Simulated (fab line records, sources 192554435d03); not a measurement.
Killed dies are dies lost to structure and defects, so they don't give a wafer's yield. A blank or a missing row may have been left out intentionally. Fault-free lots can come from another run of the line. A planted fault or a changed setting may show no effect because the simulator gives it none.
Which tool did it? | flow n5-finfet | 30 wafers from 10 lots sampled at 6 of the route's 1938 steps

## WHAT EACH GAUGE READ, for each wafer
N5_BEOL_M4_RC_MEAS_101. Usual: DIBL_N 36.1 mV/V, standard deviation 1.6; DIBL_P 35.7 mV/V, standard deviation 1.8; IOFF_N 0.159 nA/um, standard deviation 0.027; IOFF_P 0.21 nA/um, standard deviation 0.03; ION_N 673 uA/um, standard deviation 10; ION_P 462 uA/um, standard deviation 7.4; SS_N 71.4 mV/dec, standard deviation 0.56; SS_P 73.2 mV/dec, standard deviation 0.61; VT_N 249.7 mV, standard deviation 3; VT_P -250 mV, standard deviation 3.1.
lot  | measured     | on        | DIBL_N (mV/V)  | DIBL_P (mV/V)  | IOFF_N (nA/um)    | IOFF_P (nA/um) | ION_N (uA/um) | ION_P (uA/um) | SS_N (mV/dec)  | SS_P (mV/dec)  | VT_N (mV)         | VT_P (mV)      | flag
L412 | day 7 22:14  | prober-01 | 33.2 34.0 32.9 | 33.2 35.0 32.9 | 0.118 0.134 0.122 | 0.19 0.22 0.19 | 664 661 661   | 460 466 459   | 70.7 71.5 71.3 | 72.6 73.1 72.2 | 253.6 251.4 250.9 | -248 -249 -250 |
L417 | day 8 23:52  | prober-02 | 36.4 37.0 36.4 | 34.9 35.9 35.9 | 0.162 0.170 0.167 | 0.20 0.22 0.23 | 671 678 676   | 463 467 469   | 71.4 71.6 71.2 | 72.7 73.7 73.8 | 250.1 246.8 247.0 | -250 -248 -247 |
L420 | day 9 18:08  | prober-01 | 35.6 36.1 34.8 | 34.9 36.6 35.5 | 0.137 0.155 0.139 | 0.18 0.22 0.20 | 654 670 670   | 451 462 466   | 71.5 70.7 70.8 | 72.7 72.8 73.3 | 255.4 249.0 249.9 | -251 -249 -250 |
L425 | day 11 04:47 | prober-02 | 36.8 35.7 36.5 | 38.0 36.2 37.4 | 0.164 0.139 0.158 | 0.26 0.22 0.25 | 664 675 678   | 462 471 469   | 71.3 71.6 70.7 | 73.9 72.9 74.2 | 248.3 252.3 249.6 | -246 -250 -245 |
L427 | day 11 15:17 | prober-01 | 39.8 38.1 38.0 | 39.4 36.4 36.1 | 0.213 0.185 0.174 | 0.26 0.20 0.19 | 686 687 683   | 463 461 456   | 72.4 71.5 71.9 | 75.0 73.2 73.5 | 248.3 247.3 248.9 | -249 -253 -253 |
L428 | day 11 15:35 | prober-02 | 36.1 35.4 37.2 | 36.2 35.9 38.5 | 0.161 0.151 0.198 | 0.22 0.22 0.26 | 682 681 694   | 473 466 471   | 72.0 71.7 71.3 | 72.8 73.7 72.9 | 248.9 250.4 244.0 | -245 -246 -246 |
L431 | day 12 18:56 | prober-02 | 37.5 34.7 36.6 | 34.8 31.6 34.2 | 0.156 0.118 0.154 | 0.19 0.15 0.19 | 660 643 677   | 450 447 460   | 71.6 71.4 70.9 | 73.1 72.4 73.1 | 251.8 254.1 250.6 | -251 -255 -256 |
L432 | day 13 17:08 | prober-01 | 34.9 35.7 36.4 | 34.5 36.9 37.7 | 0.122 0.148 0.163 | 0.17 0.21 0.21 | 666 683 683   | 455 467 465   | 71.1 70.8 71.6 | 73.3 73.6 73.8 | 253.6 250.6 250.1 | -252 -250 -251 |
L435 | day 14 16:55 | prober-02 | 34.9 40.0 37.2 | 33.0 39.2 35.1 | 0.124 0.210 0.147 | 0.19 0.30 0.23 | 667 684 675   | 465 473 478   | 70.6 71.4 70.6 | 72.9 75.1 73.6 | 250.1 246.3 249.8 | -249 -246 -248 |
L434 | day 15 05:43 | prober-01 | 35.2 34.7 36.7 | 34.8 33.7 36.9 | 0.156 0.139 0.201 | 0.22 0.20 0.26 | 662 670 694   | 460 468 482   | 71.1 70.9 71.0 | 73.1 72.1 73.1 | 247.2 251.6 243.3 | -244 -245 -242 |

## WHICH TOOL RAN EACH LOT (tool, then ch and the chambers of the sampled wafers, then the start)
lot  | N5_BEOL_M4_ANNEAL_49         | N5_BEOL_M4_ANNEAL_80         | N5_BEOL_M4_SPUTTER_81        | N5_BEOL_M4_ECD_50              | N5_BEOL_M4_CMP_52
L412 | pvd-sputter-03, day 7 19:25  | pvd-sputter-03, day 7 19:38  | pvd-sputter-03, day 7 19:46  | ecd-cu-01 ch 0,1, day 7 21:13  | cmp-01 ch 1,2,3, day 7 21:35
L417 | pvd-sputter-02, day 8 21:05  | pvd-sputter-02, day 8 21:19  | pvd-sputter-02, day 8 21:27  | ecd-cu-02 ch 0,1, day 8 22:53  | cmp-03 ch 0,1,3, day 8 23:18
L420 | pvd-sputter-01, day 9 15:02  | pvd-sputter-01, day 9 15:16  | pvd-sputter-01, day 9 15:24  | ecd-cu-02 ch 0,1, day 9 16:51  | cmp-03 ch 0,1, day 9 17:13
L425 | pvd-sputter-02, day 11 01:59 | pvd-sputter-02, day 11 02:13 | pvd-sputter-02, day 11 02:21 | ecd-cu-01 ch 0,1, day 11 03:47 | cmp-04 ch 1,2,3, day 11 04:11
L427 | pvd-sputter-02, day 11 12:30 | pvd-sputter-02, day 11 12:43 | pvd-sputter-02, day 11 12:52 | ecd-cu-02 ch 1, day 11 14:18   | cmp-01 ch 0,2,3, day 11 14:43
L428 | pvd-sputter-03, day 11 12:47 | pvd-sputter-03, day 11 13:01 | pvd-sputter-03, day 11 13:09 | ecd-cu-01 ch 0,1, day 11 14:35 | cmp-03 ch 0,1,2, day 11 15:04
L431 | pvd-sputter-01, day 12 15:40 | pvd-sputter-01, day 12 15:53 | pvd-sputter-01, day 12 16:02 | ecd-cu-01 ch 0,1, day 12 17:28 | cmp-04 ch 2,3, day 12 18:09
L432 | pvd-sputter-03, day 13 13:50 | pvd-sputter-03, day 13 14:03 | pvd-sputter-03, day 13 14:11 | ecd-cu-01 ch 0,1, day 13 15:39 | cmp-03 ch 2,3, day 13 16:01
L435 | pvd-sputter-03, day 14 13:58 | pvd-sputter-03, day 14 14:11 | pvd-sputter-03, day 14 14:19 | ecd-cu-02 ch 0,1, day 14 15:46 | cmp-01 ch 0,1,3, day 14 16:20
L434 | pvd-sputter-02, day 15 02:52 | pvd-sputter-02, day 15 03:05 | pvd-sputter-02, day 15 03:14 | ecd-cu-01 ch 0,1, day 15 04:40 | cmp-04 ch 0,1,2, day 15 05:02
- N5_BEOL_M4_ANNEAL_49: time 240 s.
- N5_BEOL_M4_ANNEAL_80: time 240 s.
- N5_BEOL_M4_SPUTTER_81: material Cu, target thk 4.5 nm, time 8.29 s.
- N5_BEOL_M4_ECD_50: material Cu, target thk 300 nm.
- N5_BEOL_M4_CMP_52: polishes, stops on SiOC, t overpolish 6.8 s, target thk 40 nm.

## AS READ BY THE TOOLS THEMSELVES (means over the sampled wafers that have a number; for cases with no such wafer, the mark the record gives instead)
N5_BEOL_M4_ANNEAL_49. Usual: heater-power-w at 804 W, with a standard deviation of 61.
lot  | tool           | heater-power-w (W) | flag
L412 | pvd-sputter-03 | 798                |
L417 | pvd-sputter-02 | 809                |
L420 | pvd-sputter-01 | 824                |
L425 | pvd-sputter-02 | 796                |
L427 | pvd-sputter-02 | 824                |
L428 | pvd-sputter-03 | 726                |
L431 | pvd-sputter-01 | 801                |
L432 | pvd-sputter-03 | 845                |
L435 | pvd-sputter-03 | 805                |
L434 | pvd-sputter-02 | 817                |

N5_BEOL_M4_ANNEAL_80. Usual: heater-power-w at 803 W, with a standard deviation of 63.
lot  | tool           | heater-power-w (W) | flag
L412 | pvd-sputter-03 | 801                |
L417 | pvd-sputter-02 | 806                |
L420 | pvd-sputter-01 | 815                |
L425 | pvd-sputter-02 | 790                |
L427 | pvd-sputter-02 | 809                |
L428 | pvd-sputter-03 | 737                |
L431 | pvd-sputter-01 | 798                |
L432 | pvd-sputter-03 | 843                |
L435 | pvd-sputter-03 | 810                |
L434 | pvd-sputter-02 | 813                |

N5_BEOL_M4_SPUTTER_81. Usual: chuck-gas-flow-sccm 1.26 sccm, standard deviation 0.05; throttle-valve-pct 29.5 %, standard deviation 1.2.
lot  | tool           | chuck-gas-flow-sccm (sccm) | throttle-valve-pct (%) | flag
L412 | pvd-sputter-03 | 1.27                       | 29.0                   |
L417 | pvd-sputter-02 | 1.30                       | 29.8                   |
L420 | pvd-sputter-01 | 1.23                       | 29.9                   |
L425 | pvd-sputter-02 | 1.32                       | 30.2                   |
L427 | pvd-sputter-02 | 1.24                       | 29.8                   |
L428 | pvd-sputter-03 | 1.31                       | 28.7                   |
L431 | pvd-sputter-01 | 1.27                       | 30.8                   |
L432 | pvd-sputter-03 | 1.24                       | 29.2                   |
L435 | pvd-sputter-03 | 1.25                       | 29.0                   |
L434 | pvd-sputter-02 | 1.25                       | 30.4                   |

N5_BEOL_M4_CMP_52. Usual: edge-zone-pressure-frac 1.000, standard deviation 0.0051; head-pressure-psi 0.9998 psi, standard deviation 0.0022; motor-current-A 6.0 A, standard deviation 0.72; time-to-endpoint-s 63 s, standard deviation 3.2.
lot  | tool   | edge-zone-pressure-frac | head-pressure-psi (psi) | motor-current-A (A) | time-to-endpoint-s (s) | flag
L412 | cmp-01 | 1.001                   | 0.9964                  | 5.9                 | 64                     |
L417 | cmp-03 | 1.002                   | 1.0008                  | 5.6                 | 60                     |
L420 | cmp-03 | 1.001                   | 0.9968                  | 5.4                 | 60                     |
L425 | cmp-04 | 1.004                   | 1.0001                  | 6.3                 | 63                     |
L427 | cmp-01 | 0.997                   | 1.0019                  | 6.2                 | 78                     | OFF
L428 | cmp-03 | 1.006                   | 0.9997                  | 6.0                 | 63                     |
L431 | cmp-04 | 1.007                   | 0.9998                  | 6.9                 | 63                     |
L432 | cmp-03 | 0.993                   | 0.9995                  | 5.5                 | 66                     |
L435 | cmp-01 | 1.001                   | 1.0003                  | 5.6                 | 62                     |
L434 | cmp-04 | 1.005                   | 0.9997                  | 6.3                 | 63                     |

## THE ANSWER, worked out from the rows above alone
Rule: take the mean of a lot's wafers that have a number; if it is more than 3 standard deviations from the usual mean, the lot is off. Also off: a lot with no number at a reading for which 4 or more lots have one. The other lots that the step has rows for count as sound. First the gauges in route order, then the tools' own readings, where a lot's mean is used as printed above. At the first step where some lot is off, the reading lying furthest off is the one used; lots without a number count as furthest.
Off at N5_BEOL_M4_CMP_52 (time-to-endpoint-s): L427.
If a tool, at that step or one of the process steps before it, ran each lot that is off and ran no sound lot following the first of them, it fits. Of those tried, none fits.

## WHAT THE SIMULATOR HAD PUT IN
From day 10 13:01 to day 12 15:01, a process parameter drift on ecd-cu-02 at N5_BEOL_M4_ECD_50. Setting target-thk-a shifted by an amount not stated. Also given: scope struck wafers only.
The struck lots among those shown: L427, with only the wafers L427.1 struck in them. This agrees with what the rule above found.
